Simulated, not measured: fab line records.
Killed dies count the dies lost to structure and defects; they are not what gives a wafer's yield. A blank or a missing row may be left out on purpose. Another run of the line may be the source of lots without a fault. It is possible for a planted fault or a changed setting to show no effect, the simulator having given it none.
Matching of chambers | flow nandHarc | NHARC_A_CHANNEL_HOLE_D1_ETCH_16 on rieDiel-10 has 4 sister chambers
The step etches the open film in O2/COS, target depth 3100 nm, time 806 s. 4 wafers are shown with their chamber, then 11 later ones without.

== WAFERS, EACH WITH ITS CHAMBER ==
wafer  | chamber | showerheadPlenumPTorr (Torr)
L617.1 | 3       | 3.34
L617.3 | 1       | 3.15
L617.4 | 2       | 2.95
L618.1 | 0       | 3.26

== WAFERS WHOSE CHAMBER IS MISSING ==
wafer  | showerheadPlenumPTorr (Torr)
L618.3 | 3.15
L618.4 | 2.95
L619.1 | 3.15
L619.4 | 3.34
L619.5 | 3.26
L620.1 | 3.33
L620.4 | 3.26
L620.5 | 2.94
L621.2 | 3.33
L621.3 | 3.15
L621.6 | 3.26

== THE CHAMBER EACH PASSED THROUGH ==
wafer  | from the rows above | in truth
L618.3 | 1                   | 1
L618.4 | 2                   | 2
L619.1 | 1                   | 1
L619.4 | 3                   | 3
L619.5 | 0                   | 0
L620.1 | 3                   | 3
L620.4 | 0                   | 0
L620.5 | 2                   | 2
L621.2 | 3                   | 3
L621.3 | 1                   | 1
L621.6 | 0                   | 0
Correct placement for 11 of the 11. Number that these rows cannot place: 0. Placed wrongly: 0.
How it was worked out, from the rows above alone: a wafer's distance from a chamber is the root of the sum, over the readings, of the square of ((its reading less the chamber's mean) divided by the reading's scatter). If the next closest chamber is less than 2 further off than the closest, the wafer can't be placed; otherwise it belongs to the closest. A chamber's mean is the mean of its shown wafers. The scatter: root of mean squared gap, hidden wafer to nearest shown wafer, with one shown wafer a chamber.
